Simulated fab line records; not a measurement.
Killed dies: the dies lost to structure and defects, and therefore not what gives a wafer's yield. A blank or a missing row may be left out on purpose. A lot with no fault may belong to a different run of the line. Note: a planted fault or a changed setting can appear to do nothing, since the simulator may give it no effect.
fab line records	flow n5-finfet	part 1 of 2: steps 1 to 4 of 6
record: lots: 24	wafers: 72	last-day: 19
route steps=1938 shown FIN_SAQP@116
lots with no fault: from the same line, run without faults
start-h: hours from the record's first day to the start of the lot's first wafer shown	wait-h: time in hours since the lot's previous step	" the same as in the row above	L1.1+2: several wafers, shown together as one row	- no value, or no start given	* or withheld: withheld	< > ~ a bound
route shown NAME@n: a module of which the file shows steps, and the number in the route of the first	usual: mean and standard deviation over wafers with no fault	same: alike in all rows	chamber/n: place in a boat	sites: each site's reading	_std_site: their standard deviation	_edge_site: mean of outer sites minus mean of inner sites	radius-mm: for every site, how far away it sits from the centre of the wafer	mask NAME#n: copy n	behind: the most recent tool/chamber to have shaped the wafer	hold: what put the lot on hold/how long, in hours/how the hold closed	device: transistor that didn't switch, given as n, p or np	end of line: tests run on the same wafers once the route is complete	step lacking rows: just its recipe	killed: the dies lost at the first sort to structure and to defects; this is not the yield of the wafer	map: a wafer's dies, x killed, . not, _ none there
set.NAME: the setting as run; set.NAME@STEP: as run at that earlier step	model.NAME: the simulator's own value behind a step, which no gauge read
route steps across a sampled set of lots; one table per step, one row per wafer
services: from which hour (start-h, from the record's first day; less than 0 if before it) a tool's chamber was out of use, for how many hours, and why
== steps ==
step: N5_FIN_SAQP_ETCH_52
recipe: chemistry: N2/H2	target: SOC	target-depth-a: 1000	overetch-a: 200	mask-material: SiARC	temp-c: 40	time-s: 150	ion-energy-ev: 200	pressure-mtorr: 30	source-w: 840	bias-w: 150	n2-flow-sccm: 200	h2-flow-sccm: 200	ends: end-point
usual: drypump-motor-current-A: 5.9/0.44	oes-product-au: 0.72/0.084	rf-fwd-power-W: 836.0/2.7	rf-vpp-V: 523.6/2.7	showerhead-plenum-p-Torr: 2.54/0.1	throttle-valve-pct: 17.83/0.21
lot.wafer	tool	chamber	start-h	wait-h	drypump-motor-current-A	oes-product-au	rf-fwd-power-W	rf-hours-counter-h	rf-vpp-V	showerhead-plenum-p-Torr	throttle-valve-pct
L074.1	rie-diel-04	0	22.82	0.0	6.3	0.63	834.8	227	522.9	2.50	17.81
L074.3	"	3	"	"	5.4	0.60	835.8	246	523.5	2.49	17.78
L074.5	"	0	"	"	6.3	0.63	833.9	-	523.3	2.50	17.79
L075.2	rie-diel-02	2	30.45	0.0	6.0	0.75	838.2	69	526.0	2.68	17.55
L075.4	"	1	"	"	6.2	0.64	835.5	214	519.8	2.42	17.97
L075.5	"	2	"	"	6.0	0.76	836.1	-	525.0	2.68	17.57
L076.3	rie-diel-03	2	34.35	0.0	5.1	0.68	836.7	137	523.6	2.57	17.95
L076.4	"	2	"	"	5.1	0.69	838.5	-	524.0	2.57	17.94
L076.6	"	3	"	"	5.4	0.60	833.4	-	520.0	2.40	17.91
L077.2	rie-diel-03	1	40.23	0.0	5.9	0.88	838.0	1	525.4	2.59	17.77
L077.4	"	2	"	"	5.1	0.68	832.5	-	524.2	2.57	17.96
L077.5	"	0	"	"	5.7	0.66	834.9	-	519.3	2.41	17.90
L078.1	rie-diel-04	2	45.72	0.0	6.3	0.67	836.4	165	520.1	2.43	18.14
L078.3	"	1	"	"	6.3	0.86	835.4	7	524.5	2.60	17.69
L078.5	"	2	"	"	6.3	0.66	836.0	-	519.8	2.43	18.16
L079.1	rie-diel-04	1	52.16	0.0	6.3	0.85	837.4	10	524.9	2.60	17.70
L079.2	"	2	"	"	6.3	0.66	839.7	169	520.0	2.42	18.16
L079.6	"	2	"	"	6.3	0.66	840.6	-	519.7	2.42	18.14
L080.2	rie-diel-03	2	57.87	0.1	5.1	0.68	835.1	149	522.9	2.56	17.98
L080.3	"	0	"	"	5.7	0.65	839.6	-	520.1	2.40	17.93
L080.4	"	2	"	"	5.1	0.68	838.8	-	524.7	2.56	17.97
L081.2	rie-diel-03	1	65.01	0.0	5.9	0.84	835.0	9	525.5	2.59	17.77
L081.3	"	0	"	"	5.7	0.65	836.9	197	520.2	2.40	17.92
L081.5	"	2	"	"	5.1	0.68	832.0	-	523.6	2.56	17.96
L082.2	rie-diel-03	1	69.60	0.0	5.9	0.83	836.8	11	524.3	2.59	17.78
L082.3	"	2	"	"	5.1	0.67	831.3	155	522.5	2.56	17.98
L082.4	"	1	"	"	5.9	0.83	835.0	-	524.2	2.59	17.78
L083.1	rie-diel-03	0	75.74	0.0	5.7	0.64	835.3	201	518.8	2.40	17.95
L083.2	"	1	"	"	5.9	0.83	830.6	13	525.4	2.59	17.78
L083.4	"	2	"	"	5.1	0.68	836.2	158	522.5	2.56	17.98
L084.1	rie-diel-03	3	82.33	0.0	5.4	0.85	835.5	3	528.6	2.72	17.49
L084.2	"	0	"	"	5.7	0.65	837.0	203	521.7	2.40	17.95
L084.4	"	1	"	"	5.9	0.82	837.0	15	525.5	2.58	17.79
L085.2	rie-diel-03	1	88.84	0.0	5.9	0.81	838.5	18	526.2	2.58	17.79
L085.4	"	3	"	"	5.4	0.83	838.2	6	527.8	2.72	17.50
L085.6	"	2	"	"	5.1	0.66	835.0	-	523.0	2.56	18.00
L086.3	rie-diel-04	2	97.39	0.0	6.3	0.65	835.1	187	520.5	2.42	18.16
L086.4	"	1	"	"	6.3	0.81	835.6	-	525.2	2.59	17.75
L086.5	"	3	"	"	5.3	0.82	837.6	-	521.4	2.49	17.36
L087.1	rie-diel-02	3	101.83	0.0	6.3	0.85	829.9	13	526.5	2.62	17.87
L087.2	"	1	"	"	6.2	0.62	836.2	240	518.9	2.41	18.02
L087.3	"	2	"	"	6.0	0.73	836.6	95	526.9	2.67	17.60
L088.2	rie-diel-03	3	105.93	0.0	5.4	0.81	834.7	13	527.3	2.72	17.52
L088.3	"	1	"	"	5.9	0.80	833.1	24	526.6	2.58	17.79
L088.5	"	0	"	"	5.7	0.65	837.9	-	519.6	2.40	17.95
L089.3	rie-diel-03	3	112.10	0.0	5.4	0.81	834.2	17	527.6	2.71	17.53
L089.5	"	3	"	"	5.4	0.80	831.9	-	529.1	2.71	17.52
L089.6	"	1	"	"	5.9	0.79	833.2	-	524.5	2.58	17.79
L090.1	rie-diel-04	3	118.14	0.0	5.3	0.79	832.0	23	521.1	2.48	17.39
L090.3	"	2	"	"	6.3	0.64	835.6	195	520.0	2.41	18.20
L090.6	"	1	"	"	6.3	0.81	839.0	-	524.8	2.59	17.72
L091.1	rie-diel-02	3	123.85	0.0	6.4	0.83	838.6	20	523.6	2.61	17.88
L091.2	"	1	"	"	6.2	0.61	833.7	246	520.8	2.41	18.02
L091.3	"	2	"	"	6.0	0.72	835.5	102	526.8	2.67	17.63
L092.2	rie-diel-02	2	129.82	0.0	6.0	0.71	835.5	105	526.8	2.67	17.62
L092.4	"	0	"	"	6.4	0.67	840.8	156	520.4	2.44	18.01
L092.6	"	3	"	"	6.3	0.81	837.4	-	523.9	2.61	17.90
L093.2	rie-diel-02	3	137.13	0.0	6.3	0.81	836.5	26	524.9	2.61	17.91
L093.3	"	0	"	"	6.4	0.66	833.4	160	520.3	2.44	18.04
L093.6	"	2	"	"	6.0	0.71	839.4	-	526.5	2.66	17.63
L094.3	rie-diel-04	3	143.30	0.0	5.3	0.78	841.4	32	523.7	2.48	17.40
L094.4	"	2	"	"	6.3	0.64	839.7	204	519.3	2.41	18.21
L094.5	"	0	"	"	6.3	0.84	834.3	-	523.8	2.48	17.40
L095.2	rie-diel-03	0	148.79	0.0	5.7	0.64	841.9	222	520.5	2.39	17.98
L095.5	"	3	"	"	5.4	0.79	832.9	-	527.7	2.71	17.55
L095.6	"	2	"	"	5.1	0.66	834.1	-	523.5	2.55	18.04
L096.1	rie-diel-02	0	154.07	0.0	6.4	0.66	836.2	167	521.5	2.44	18.03
L096.4	"	3	"	"	6.3	0.80	842.9	33	524.9	2.61	17.89
L096.5	"	2	"	"	6.0	0.71	831.6	-	526.8	2.66	17.63
L097.1	rie-diel-02	0	164.30	0.0	6.4	0.66	832.1	172	520.8	2.44	18.04
L097.3	"	3	"	"	6.3	0.80	835.5	38	524.3	2.60	17.93
L097.6	"	2	"	"	6.0	0.70	839.0	-	527.6	2.66	17.64
step: N5_FIN_SAQP_STRIP_55
recipe: chemistry: N2/H2	power-w: 500	temp-c: 40	pressure-mtorr: 50	rf-frequency-hz: 6e+07	overash-fraction: 0.3	bias-power-w: 28	h2-frac: 0.5	n2-flow-sccm: 300	h2-flow-sccm: 300
usual: drypump-motor-current-A: 5.9/0.44	oes-product-au: 0.80/0.096	rf-vpp-V: 121.7/1.6	showerhead-plenum-p-Torr: 3.35/0.14	throttle-valve-pct: 19.0/0.35
lot.wafer	tool	chamber	start-h	wait-h	drypump-motor-current-A	oes-product-au	rf-hours-counter-h	rf-vpp-V	showerhead-plenum-p-Torr	throttle-valve-pct
L074.1	rie-diel-03	3	23.11	0.1	5.4	0.66	247	121.4	3.18	18.9
L074.3	"	2	"	"	5.1	0.76	132	122.8	3.39	19.5
L074.5	"	2	"	"	5.1	0.76	-	124.1	3.39	19.5
L075.2	rie-diel-03	2	30.74	0.1	5.1	0.77	136	118.9	3.39	19.5
L075.4	"	3	"	"	5.5	0.66	-	120.0	3.18	18.9
L075.5	"	2	"	"	5.1	0.76	-	122.0	3.39	19.5
L076.3	rie-diel-03	2	34.64	0.1	5.1	0.76	137	120.4	3.39	19.5
L076.4	"	3	"	"	5.5	0.66	-	121.1	3.18	19.0
L076.6	"	2	"	"	5.1	0.76	-	123.0	3.39	19.5
L077.2	rie-diel-04	0	40.52	0.1	6.3	0.69	234	122.6	3.30	18.9
L077.4	"	2	"	"	6.3	0.74	-	120.0	3.21	19.0
L077.5	"	0	"	"	6.3	0.70	-	122.5	3.30	18.9
L078.1	rie-diel-02	2	46.02	0.1	6.0	0.84	74	123.1	3.53	18.6
L078.3	"	3	"	"	6.3	0.70	248	121.3	3.46	19.5
L078.5	"	2	"	"	6.0	0.85	-	125.3	3.53	18.7
L079.1	rie-diel-02	1	52.48	0.1	6.2	0.70	222	120.8	3.20	19.1
L079.2	"	2	"	"	6.0	0.86	76	125.3	3.53	18.7
L079.6	"	1	"	"	6.2	0.71	-	120.5	3.20	19.1
L080.2	rie-diel-02	1	58.25	0.1	6.2	0.70	224	121.9	3.20	19.1
L080.3	"	2	"	"	6.0	0.84	79	123.3	3.53	18.7
L080.4	"	2	"	"	6.0	0.84	-	121.3	3.53	18.7
L081.2	rie-diel-02	3	65.30	0.1	6.4	1.03	0	121.7	3.46	19.2
L081.3	"	0	"	"	6.4	0.77	134	121.6	3.24	19.2
L081.5	"	2	"	"	6.0	0.83	-	121.9	3.53	18.7
L082.2	rie-diel-03	0	69.96	0.1	5.7	0.73	200	121.4	3.18	19.1
L082.3	"	1	"	"	5.9	0.93	11	121.7	3.41	18.7
L082.4	"	2	"	"	5.1	0.75	-	121.6	3.38	19.6
L083.1	rie-diel-04	1	76.12	0.1	6.3	0.94	19	122.9	3.43	18.7
L083.2	"	2	"	"	6.3	0.74	177	123.6	3.20	19.1
L083.4	"	0	"	"	6.3	0.68	248	119.7	3.29	18.9
L084.1	rie-diel-04	2	82.80	0.2	6.3	0.73	180	121.4	3.20	19.1
L084.2	"	3	"	"	5.3	0.95	9	119.3	3.29	18.2
L084.4	"	3	"	"	5.3	0.95	-	120.5	3.29	18.2
L085.2	rie-diel-02	1	89.23	0.2	6.2	0.70	236	119.8	3.19	19.1
L085.4	"	0	"	"	6.4	0.76	143	121.0	3.24	19.2
L085.6	"	3	"	"	6.4	0.96	-	123.3	3.45	19.2
L086.3	rie-diel-03	1	97.76	0.1	5.9	0.92	21	123.4	3.41	18.7
L086.4	"	2	"	"	5.1	0.74	165	123.5	3.37	19.6
L086.5	"	0	"	"	5.7	0.71	-	123.3	3.18	19.1
L087.1	rie-diel-04	3	102.18	0.1	5.3	0.91	18	121.2	3.28	18.2
L087.2	"	2	"	"	6.3	0.72	189	120.3	3.20	19.1
L087.3	"	2	"	"	6.3	0.72	-	120.1	3.20	19.1
L088.2	rie-diel-02	0	106.23	0.1	6.4	0.76	148	122.1	3.24	19.2
L088.3	"	3	"	"	6.4	0.95	14	120.3	3.45	19.2
L088.5	"	1	"	"	6.2	0.70	-	123.6	3.19	19.1
L089.3	rie-diel-03	2	112.39	0.1	5.1	0.73	169	120.3	3.37	19.6
L089.5	"	2	"	"	5.1	0.73	-	122.8	3.37	19.6
L089.6	"	1	"	"	5.9	0.90	-	122.4	3.41	18.7
L090.1	rie-diel-03	2	118.44	0.1	5.1	0.74	171	120.6	3.37	19.6
L090.3	"	1	"	"	5.9	0.89	29	124.2	3.40	18.7
L090.6	"	1	"	"	5.9	0.89	-	123.1	3.40	18.7
L091.1	rie-diel-02	1	124.24	0.2	6.2	0.68	246	119.7	3.19	19.1
L091.2	"	2	"	"	6.0	0.83	102	120.6	3.52	18.7
L091.3	"	3	"	"	6.3	0.94	20	122.7	3.45	19.2
L092.2	rie-diel-02	3	130.11	0.1	6.4	0.93	23	122.2	3.45	19.2
L092.4	"	1	"	"	6.2	0.69	249	118.8	3.19	19.1
L092.6	"	1	"	"	6.2	0.67	-	119.9	3.19	19.1
L093.2	rie-diel-03	0	137.42	0.1	5.7	0.72	219	118.9	3.17	19.1
L093.3	"	1	"	"	5.9	0.89	36	123.7	3.40	18.8
L093.6	"	2	"	"	5.1	0.73	-	121.7	3.37	19.6
L094.3	rie-diel-03	3	143.60	0.1	5.5	0.88	27	122.3	3.57	18.6
L094.4	"	0	"	"	5.7	0.71	221	119.4	3.17	19.2
L094.5	"	3	"	"	5.4	0.88	-	121.8	3.57	18.6
L095.2	rie-diel-02	1	149.11	0.1	6.2	0.95	2	123.7	3.59	18.7
L095.5	"	2	"	"	6.0	0.80	-	123.3	3.51	18.7
L095.6	"	3	"	"	6.3	0.91	-	121.1	3.44	19.2
L096.1	rie-diel-03	0	154.39	0.1	5.7	0.71	224	119.5	3.17	19.2
L096.4	"	3	"	"	5.5	0.87	32	122.9	3.57	18.6
L096.5	"	0	"	"	5.7	0.70	-	120.7	3.17	19.2
L097.1	rie-diel-03	0	164.71	0.2	5.7	0.71	230	122.0	3.16	19.2
L097.3	"	2	"	"	5.1	0.72	189	122.5	3.36	19.6
L097.6	"	2	"	"	5.1	0.72	-	122.1	3.36	19.6
step: N5_FIN_SAQP_RECESS_75
recipe: chemistry: HF/NH3	target: SiO2	target-depth-a: 144	afs-cycles: 3	temp-c: 30	sublimation-temp-c: 180	sublimation-time-s: 60
usual: drypump-motor-current-A: 5.9/0.56
lot.wafer	tool	chamber	start-h	wait-h	drypump-motor-current-A
L074.1	vapor-etch-02	0	23.44	0.0	5.1
L074.3	"	1	"	"	6.6
L074.5	"	1	"	"	6.6
L075.2	vapor-etch-02	1	31.06	0.0	6.6
L075.4	"	1	"	"	6.6
L075.5	"	1	"	"	6.6
L076.3	vapor-etch-01	0	35.08	0.1	6.1
L076.4	"	1	"	"	6.0
L076.6	"	0	"	"	6.1
L077.2	vapor-etch-02	0	40.84	0.0	5.1
L077.4	"	1	"	"	6.6
L077.5	"	0	"	"	5.1
L078.1	vapor-etch-02	1	46.34	0.0	6.6
L078.3	"	0	"	"	5.1
L078.5	"	0	"	"	5.1
L079.1	vapor-etch-01	0	52.80	0.0	6.1
L079.2	"	1	"	"	6.0
L079.6	"	0	"	"	6.1
L080.2	vapor-etch-01	0	58.57	0.0	6.1
L080.3	"	0	"	"	6.1
L080.4	"	1	"	"	6.0
L081.2	vapor-etch-02	0	65.62	0.0	5.1
L081.3	"	0	"	"	5.1
L081.5	"	0	"	"	5.1
L082.2	vapor-etch-02	0	70.28	0.0	5.1
L082.3	"	0	"	"	5.1
L082.4	"	1	"	"	6.6
L083.1	vapor-etch-01	0	76.44	0.0	6.1
L083.2	"	1	"	"	6.1
L083.4	"	1	"	"	6.1
L084.1	vapor-etch-02	1	83.13	0.0	6.6
L084.2	"	0	"	"	5.1
L084.4	"	0	"	"	5.1
L085.2	vapor-etch-02	1	89.58	0.0	6.6
L085.4	"	1	"	"	6.6
L085.6	"	1	"	"	6.6
L086.3	vapor-etch-02	0	98.33	0.3	5.1
L086.4	"	0	"	"	5.1
L086.5	"	0	"	"	5.1
L087.1	vapor-etch-01	1	102.52	0.0	6.0
L087.2	"	0	"	"	6.1
L087.3	"	1	"	"	6.1
L088.2	vapor-etch-01	1	106.59	0.0	6.1
L088.3	"	1	"	"	6.1
L088.5	"	0	"	"	6.1
L089.3	vapor-etch-01	1	112.83	0.1	6.1
L089.5	"	1	"	"	6.1
L089.6	"	0	"	"	6.1
L090.1	vapor-etch-01	1	118.76	0.0	6.0
L090.3	"	0	"	"	6.1
L090.6	"	1	"	"	6.0
L091.1	vapor-etch-01	1	124.59	0.0	6.0
L091.2	"	0	"	"	6.1
L091.3	"	1	"	"	6.1
L092.2	vapor-etch-01	0	130.45	0.0	6.1
L092.4	"	0	"	"	6.1
L092.6	"	0	"	"	6.1
L093.2	vapor-etch-02	0	137.74	0.0	5.1
L093.3	"	1	"	"	6.6
L093.6	"	0	"	"	5.1
L094.3	vapor-etch-02	1	144.04	0.1	6.6
L094.4	"	0	"	"	5.1
L094.5	"	1	"	"	6.6
L095.2	vapor-etch-02	0	149.44	0.0	5.1
L095.5	"	0	"	"	5.1
L095.6	"	1	"	"	6.6
L096.1	vapor-etch-01	0	154.71	0.0	6.1
L096.4	"	1	"	"	6.1
L096.5	"	0	"	"	6.1
L097.1	vapor-etch-01	0	165.10	0.0	6.1
L097.3	"	1	"	"	6.1
L097.6	"	1	"	"	6.1
step: N5_FIN_SAQP_CD_MEAS_27
recipe: target-cd-nm: 20	landing-energy-ev: 1000	detector: se-inlens	polarity: line
usual: cd-nm: 20.34/0.24
lot.wafer	tool	chamber	start-h	wait-h	cd-nm
L074.1	cd-sem-02	0	24.88	0.1	20.49
L074.3	"	0	"	"	20.19
L074.5	"	0	"	"	20.27
L075.2	cd-sem-01	0	33.04	0.1	20.58
L075.4	"	0	"	"	20.44
L075.5	"	0	"	"	20.32
L076.3	cd-sem-01	0	36.58	0.1	20.39
L076.4	"	0	"	"	20.33
L076.6	"	0	"	"	20.23
L077.2	cd-sem-01	0	42.14	0.1	20.13
L077.4	"	0	"	"	20.21
L077.5	"	0	"	"	20.10
L078.1	cd-sem-01	0	47.65	0.1	20.14
L078.3	"	0	"	"	20.52
L078.5	"	0	"	"	19.89
L079.1	cd-sem-02	0	54.10	0.1	20.90
L079.2	"	0	"	"	20.34
L079.6	"	0	"	"	20.76
L080.2	cd-sem-01	0	60.00	0.1	20.11
L080.3	"	0	"	"	19.92
L080.4	"	0	"	"	20.18
L081.2	cd-sem-01	0	66.95	0.1	20.45
L081.3	"	0	"	"	20.49
L081.5	"	0	"	"	20.41
L082.2	cd-sem-01	0	71.58	0.1	20.05
L082.3	"	0	"	"	20.01
L082.4	"	0	"	"	20.61
L083.1	cd-sem-01	0	78.23	0.1	20.37
L083.2	"	0	"	"	20.50
L083.4	"	0	"	"	20.35
L084.1	cd-sem-01	0	84.47	0.1	20.46
L084.2	"	0	"	"	20.52
L084.4	"	0	"	"	20.15
L085.2	cd-sem-02	0	91.46	0.1	20.51
L085.4	"	0	"	"	20.29
L085.6	"	0	"	"	20.41
L086.3	cd-sem-02	0	100.31	0.1	20.08
L086.4	"	0	"	"	20.06
L086.5	"	0	"	"	20.00
L087.1	cd-sem-01	0	103.93	0.1	19.88
L087.2	"	0	"	"	20.24
L087.3	"	0	"	"	20.10
L088.2	cd-sem-02	0	108.61	0.1	20.82
L088.3	"	0	"	"	20.25
L088.5	"	0	"	"	20.53
L089.3	cd-sem-02	0	114.02	0.1	20.21
L089.5	"	0	"	"	20.47
L089.6	"	0	"	"	20.65
L090.1	cd-sem-03	0	120.27	0.1	20.38
L090.3	"	0	"	"	20.66
L090.6	"	0	"	"	20.48
L091.1	cd-sem-02	0	125.89	0.1	20.49
L091.2	"	0	"	"	20.51
L091.3	"	0	"	"	20.48
L092.2	cd-sem-02	0	131.81	0.1	20.42
L092.4	"	0	"	"	20.65
L092.6	"	0	"	"	20.24
L093.2	cd-sem-03	0	139.04	0.1	20.48
L093.3	"	0	"	"	20.27
L093.6	"	0	"	"	20.57
L094.3	cd-sem-01	0	145.46	0.1	20.56
L094.4	"	0	"	"	20.41
L094.5	"	0	"	"	20.43
L095.2	cd-sem-02	0	151.36	0.1	20.35
L095.5	"	0	"	"	20.80
L095.6	"	0	"	"	20.52
L096.1	cd-sem-03	0	156.01	0.1	20.81
L096.4	"	0	"	"	20.21
L096.5	"	0	"	"	20.38
L097.1	cd-sem-01	0	166.87	0.1	19.96
L097.3	"	0	"	"	20.59
L097.6	"	0	"	"	20.31
